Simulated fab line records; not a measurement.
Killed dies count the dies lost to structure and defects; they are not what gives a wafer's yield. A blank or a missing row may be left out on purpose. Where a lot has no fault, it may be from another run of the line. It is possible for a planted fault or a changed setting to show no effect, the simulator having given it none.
Chamber matching :: flow n5-finfet :: N5_DUMMY_GATE_ALD_02 on ald-sin-04 has 4 sister chambers
The step deposits SiO2, target thk 2 nm, pulse time 1 s. 4 wafers are shown with their chamber, then 7 later ones without.

WAFERS WITH THEIR CHAMBER
wafer: L084.3
chamber: 2
heater-power-w (W): 428

wafer: L084.6
chamber: 0
heater-power-w (W): 366

wafer: L089.2
chamber: 1
heater-power-w (W): 466

wafer: L089.4
chamber: 3
heater-power-w (W): 446

WAFERS MISSING THEIR CHAMBER
wafer: L089.5
heater-power-w (W): 427

wafer: L094.3
heater-power-w (W): 413

wafer: L094.5
heater-power-w (W): 449

wafer: L094.6
heater-power-w (W): 424

wafer: L095.1
heater-power-w (W): 377

wafer: L095.3
heater-power-w (W): 433

wafer: L095.6
heater-power-w (W): 463

CHAMBER TAKEN BY EACH
wafer: L089.5
from the rows above: 2
in truth: 2

wafer: L094.3
from the rows above: 2
in truth: 2

wafer: L094.5
from the rows above: can't be placed: 3 or 1
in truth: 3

wafer: L094.6
from the rows above: 2
in truth: 2

wafer: L095.1
from the rows above: 0
in truth: 0

wafer: L095.3
from the rows above: can't be placed: 2 or 3
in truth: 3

wafer: L095.6
from the rows above: can't be placed: 1 or 3
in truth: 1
Correct placement for 4 of the 7. These rows do not allow placing 3 (true chamber among the candidates in 3). Placed wrongly: 0.
How it was worked out, from the rows above alone: a wafer's distance from a chamber is the root of the sum, over the readings, of the square of ((its reading less the chamber's mean) divided by the reading's scatter). If the next closest chamber is less than 2 further off than the closest, the wafer can't be placed; otherwise it belongs to the closest. A chamber's mean is the mean of its shown wafers. The scatter: with one shown wafer a chamber, the root of the mean of the squares of how far each hidden wafer lies from its nearest shown one.
